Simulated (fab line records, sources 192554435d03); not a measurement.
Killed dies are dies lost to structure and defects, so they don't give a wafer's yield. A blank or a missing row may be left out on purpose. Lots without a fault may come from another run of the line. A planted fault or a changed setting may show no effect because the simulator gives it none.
One fault seen from 3 desks | flow n5_finfet | each desk has only its own numbers; what lay behind them comes last

THE METROLOGY DESK
What the gauges read, lot by lot, whatever tool the lot ran on: means of the sampled wafers that have a number. A lot is out of limits, marked OUT, if its mean lies more than 4 standard deviations from the usual mean; the brackets give that distance. Of its 12 readings 7 are shown: those that lie furthest out on some lot.
Columns: A = M4_OVL at N5_BEOL_M4_OVL_MEAS_12, usual 0.2 nm; B = DIBL_N at N5_BEOL_M4_RC_MEAS_101, usual 36.1 mV/V; C = DIBL_P at N5_BEOL_M4_RC_MEAS_101, usual 36.1 mV/V; D = IOFF_N at N5_BEOL_M4_RC_MEAS_101, usual 0.159 nA/um; E = ION_P at N5_BEOL_M4_RC_MEAS_101, usual 464 uA/um; F = SS_N at N5_BEOL_M4_RC_MEAS_101, usual 71.5 mV/dec; G = VT_P at N5_BEOL_M4_RC_MEAS_101, usual -250 mV
lot  | first seen here | A    | B    | C    | D     | E   | F    | G
L865 | day 7 19:25     | -0.0 | 37.1 | 36.5 | 0.164 | 461 | 71.6 | -251
L868 | day 8 12:48     | -0.1 | 33.9 | 33.5 | 0.128 | 459 | 71.0 | -254
L878 | day 11 02:04    | 0.2  | 35.7 | 34.7 | 0.164 | 456 | 70.8 | -254
L879 | day 11 08:27    | 0.3  | 36.4 | 35.8 | 0.172 | 461 | 71.0 | -252
L881 | day 11 20:34    | -0.0 | 37.4 | 38.2 | 0.173 | 454 | 72.2 | -254
L887 | day 13 20:05    | -0.4 | 35.7 | 36.5 | 0.176 | 470 | 71.4 | -247
This desk's finding: nothing out of limits on any of the 6 lots.

THE TOOL OWNER'S DESK: rie_diel-02
The tool's own readings at N5_BEOL_M4_ETCH_74 (etches underlayer in N2/H2, target depth 6.5 nm, time 5.2 s): means of the sampled wafers that have a number, for each lot that ran on this tool. A lot is out of limits, marked OUT, if its mean lies more than 4 standard deviations from the usual mean; the brackets give that distance.
Columns: A = drypump_motor_current_A at N5_BEOL_M4_ETCH_74, usual 5.6 A; B = etch_rf_on_time_s at N5_BEOL_M4_ETCH_74, usual 5.20 s; C = oes_product_au at N5_BEOL_M4_ETCH_74, usual 0.70 a.u.; D = rf_vpp_V at N5_BEOL_M4_ETCH_74, usual 525 V; E = showerhead_plenum_p_Torr at N5_BEOL_M4_ETCH_74, usual 2.58 Torr; F = throttle_valve_pct at N5_BEOL_M4_ETCH_74, usual 17.80 %
lot  | first seen here | A   | B              | C    | D   | E    | F
L868 | day 8 12:57     | 5.4 | 5.18           | 0.70 | 525 | 2.61 | 17.77
L878 | day 11 02:25    | 5.5 | 6.54 (+14) OUT | 0.63 | 525 | 2.58 | 17.75
L879 | day 11 08:37    | 5.4 | 6.60 (+15) OUT | 0.63 | 523 | 2.54 | 17.66
This desk's finding: out of limits on L878, L879; first on L878, day 11 02:25 (etch_rf_on_time_s at N5_BEOL_M4_ETCH_74). In limits: L868.

THE DEFECT DESK
What the inspections along the route counted, lot by lot: means of the sampled wafers that have a number. A lot is out of limits, marked OUT, if its mean lies more than 4 standard deviations from the usual mean; the brackets give that distance.
Columns: A = raw_defect_count at N5_BEOL_M4_INSPECT_13, usual 376
lot  | first seen here | A
L865 | day 7 19:31     | 268
L868 | day 8 12:53     | 312
L878 | day 11 02:09    | 514
L879 | day 11 08:32    | 436
L881 | day 11 20:40    | 440
L887 | day 13 20:11    | 359
This desk's finding: nothing out of limits on any of the 6 lots.

PUT TOGETHER
The tool owner's desk could have raised an alarm at day 11 02:25, on L878, L879.
The metrology desk saw nothing out of limits.
The defect desk saw nothing out of limits.
The metrology desk has L878, L879 on record, within its limits.
The defect desk has L878, L879 on record, within its limits.
Of the lots named, all ran N5_BEOL_M4_ETCH_74 on rie_diel-02.

WHAT THE SIMULATOR HAD PUT IN
Process parameter drift: rie_diel-02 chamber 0, from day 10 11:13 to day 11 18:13, at N5_BEOL_M4_ETCH_74. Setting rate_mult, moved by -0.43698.
Lots struck among those shown: L878, L879.
Hours from the fault's start to each desk's first reading out of limits: the tool owner's desk, 15.
